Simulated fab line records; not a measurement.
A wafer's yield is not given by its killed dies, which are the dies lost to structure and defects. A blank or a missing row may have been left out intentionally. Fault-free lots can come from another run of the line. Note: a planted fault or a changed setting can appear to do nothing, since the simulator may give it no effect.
Chamber matching | flow nand-harc | NHARC_A_DECK1_JOINT_CMP_13 on cmp-04 has 4 sister chambers
The step polishes, target thk 51.023 nm. 4 wafers are shown with their chamber, then 7 later ones without.

## WAFERS WITH THEIR CHAMBER
wafer  | chamber | motor-current-A (A)
L081.2 | 2       | 11.5
L081.3 | 3       | 13.7
L084.3 | 0       | 11.5
L084.4 | 1       | 12.7

## WAFERS WHOSE CHAMBER IS MISSING
wafer  | motor-current-A (A)
L084.5 | 11.3
L086.1 | 10.9
L086.2 | 12.1
L086.5 | 13.3
L095.2 | 11.3
L095.3 | 12.6
L095.4 | 13.1

## WHICH CHAMBER EACH ONE RAN IN
wafer  | from the rows above          | in truth
L084.5 | can't be placed: 0 or 2      | 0
L086.1 | can't be placed: 0 or 2      | 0
L086.2 | can't be placed: 0 or 1 or 2 | 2
L086.5 | can't be placed: 3 or 1      | 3
L095.2 | can't be placed: 0 or 2      | 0
L095.3 | 1                            | 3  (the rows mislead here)
L095.4 | can't be placed: 1 or 3      | 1
Correct placement for 0 of the 7. Not placeable from these rows: 6 (in 6, the candidates include the true chamber). Number placed wrongly: 1.
How it was worked out, from the rows above alone: a wafer's distance from a chamber is the root of the sum, over the readings, of the square of ((its reading less the chamber's mean) divided by the reading's scatter). The wafer belongs to the nearest chamber; if the next one is less than 2 further off, it can't be placed. The mean given for a chamber averages the wafers shown for that chamber. The scatter (one wafer shown for each chamber): square how far every hidden wafer sits from the nearest shown wafer, average those squares and take the square root.
